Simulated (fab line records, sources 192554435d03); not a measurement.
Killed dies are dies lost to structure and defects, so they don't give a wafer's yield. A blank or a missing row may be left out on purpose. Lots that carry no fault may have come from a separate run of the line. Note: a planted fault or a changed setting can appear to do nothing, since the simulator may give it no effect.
Split-lot experiment + flow n5 finfet + 21 wafers read from 7 lots, route of 1938 steps

== ABOUT THE SPLIT ==
At N5_BEOL_M4_ETCH_64 (etches SOC in N2/H2, target depth 75 nm, overetch 22.5 nm, time 121.9 s), the setting time s was moved away from the recipe's 121.9 s on 8 of the 21 wafers read, by -14.4% to +21.4%. All remaining wafers had this setting at the recipe value.

== FROM THE SPLIT TO THE READING: what the file shows between them, 3 steps ==
- N5_BEOL_M4_STRIP_65: strips in N2/H2
- N5_BEOL_M4_STRIP_75: strips in N2/H2
- N5_BEOL_M4_STRIP_66: strips in CF4

== THE READING ==
etch.depth nm (the simulator's own value, which no gauge read), in nm, at N5_BEOL_M4_HM_OPEN_17 (chemistry Cl2/BCl3, target TiN, target depth 20 nm, overetch 6 nm). There is no usual value for it anywhere in the file. Across the 13 wafers here that went through the recipe, the average is 20.14 nm and the standard deviation 0.22 nm.

| wafer  | tool, chamber at the split | time s as run, s | against the recipe | etch.depth nm, nm | against lot-mates on the recipe |
|--------|----------------------------|------------------|--------------------|-------------------|---------------------------------|
| L074.1 | rie diel-06, 3             | 121.9            | recipe             | 20.12             | -                               |
| L074.3 | rie diel-06, 2             | 148              | +21.4%             | 17.69             | -2.43                           |
| L074.5 | rie diel-06, 2             | 148              | +21.4%             | 17.81             | -2.31                           |
| L083.2 | rie diel-06, 1,2           | 121.9            | recipe             | 19.84             | -                               |
| L083.4 | rie diel-06, 1,2           | 121.9            | recipe             | 20.01             | -                               |
| L083.5 | rie diel-06, 1             | 121.9            | recipe             | 20.13             | -                               |
| L087.2 | rie diel-04, 0,3           | 104.3            | -14.4%             | 19.99             | -0.09                           |
| L087.3 | rie diel-04, 0,3           | 104.3            | -14.4%             | 20.31             | +0.23                           |
| L087.5 | rie diel-04, 3             | 121.9            | recipe             | 20.08             | -                               |
| L086.4 | rie diel-06, 1             | 121.9            | recipe             | 20.06             | -                               |
| L086.5 | rie diel-06, 0             | 121.9            | recipe             | 20.12             | -                               |
| L086.6 | rie diel-06, 1             | 121.9            | recipe             | 19.93             | -                               |
| L091.1 | rie diel-03, 3             | 121.9            | recipe             | 19.84             | -                               |
| L091.3 | rie diel-03, 2,0           | 112.4            | -7.8%              | 20.09             | +0.25                           |
| L091.4 | rie diel-03, 2,0           | 112.4            | -7.8%              | 19.94             | +0.10                           |
| L093.2 | rie diel-06, 0             | 121.9            | recipe             | 20.27             | -                               |
| L093.5 | rie diel-06, 1             | 144.3            | +18.4%             | 18.15             | -2.12                           |
| L093.6 | rie diel-06, 0             | 144.3            | +18.4%             | 18.04             | -2.23                           |
| L097.1 | rie diel-04, 0,3,3         | 121.9            | recipe             | 20.53             | -                               |
| L097.2 | rie diel-04, 0,3,3         | 121.9            | recipe             | 20.54             | -                               |
| L097.6 | rie diel-04, 0,3,3         | 121.9            | recipe             | 20.41             | -                               |
Where a row lists several chambers, the file gives one row for several wafers and doesn't say which wafer went through which chamber.

THE FIT
A straight line over all 21 wafers: etch.depth nm changes by -0.0776 nm for each +1% of time s; r = -0.87; the points scatter about the line by 0.47 nm.
The same after taking each lot's own level away (the mean of its wafers on the recipe; 21 wafers): -0.0829 nm for each +1%; r = -0.91; scatter 0.41 nm.
The reading moves by 1.8 nm for the largest change in time s, on that fit.
Measured against the standard deviation above, the lots' own levels, which go from 19.840 to 20.493 nm, span 2.9 times it.
The two slopes are in agreement: the lot-to-lot level therefore moves the slope only a little.
Check: with one of the wafers moved furthest among these (+21.4%) left out of the fit, the line predicts -1.93 nm for it against its lot-mates. It came out at -2.43 nm against them.

== FURTHER SPLITS ON THESE WAFERS ==
Before the reading, these wafers also passed through other splits. Each is held against what the fit with the lots' levels taken away leaves over:
| other split on the same wafers | wafers away from the commonest value | r with etch.depth nm (lot level and that fit taken away) |
|--------------------------------|--------------------------------------|----------------------------------------------------------|
| N5_BEOL_M1_COAT_61 spin rpm    | 6                                    | -0.21                                                    |
| N5_BEOL_M2_COAT_22 spin rpm    | 6                                    | +0.13                                                    |
| N5_BEOL_M2_ALD_98 ald cycles   | 6                                    | +0.19                                                    |
| N5_BEOL_M3_EXPOSE_25 dose mj   | 7                                    | -0.46                                                    |
| N5_BEOL_M3_ETCH_70 source w    | 7                                    | +0.20                                                    |

== THE WHOLE CHAIN: every reading that the file lists as answering this split, in the file's order ==
| step                  | what it does                                                            | reading                                                                          | change (the file's fit)                | r (the file's) |
|-----------------------|-------------------------------------------------------------------------|----------------------------------------------------------------------------------|----------------------------------------|----------------|
| N5_BEOL_M4_ETCH_64    | etches SOC in N2/H2, target depth 75 nm, overetch 22.5 nm, time 121.9 s | SiARC_of_BEOL_M4_COAT_62.thk nm (the simulator's own value, which no gauge read) | -0.0606 nm for each +1% of the setting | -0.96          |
| N5_BEOL_M4_HM_OPEN_17 | chemistry Cl2/BCl3, target TiN, target depth 20 nm, overetch 6 nm       | etch.depth nm (the simulator's own value, which no gauge read)                   | -0.0872 nm for each +1% of the setting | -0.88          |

== FILE'S OWN FIT ==
etch.depth nm changes by -0.0872 nm for each +1% of time s, r = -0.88.
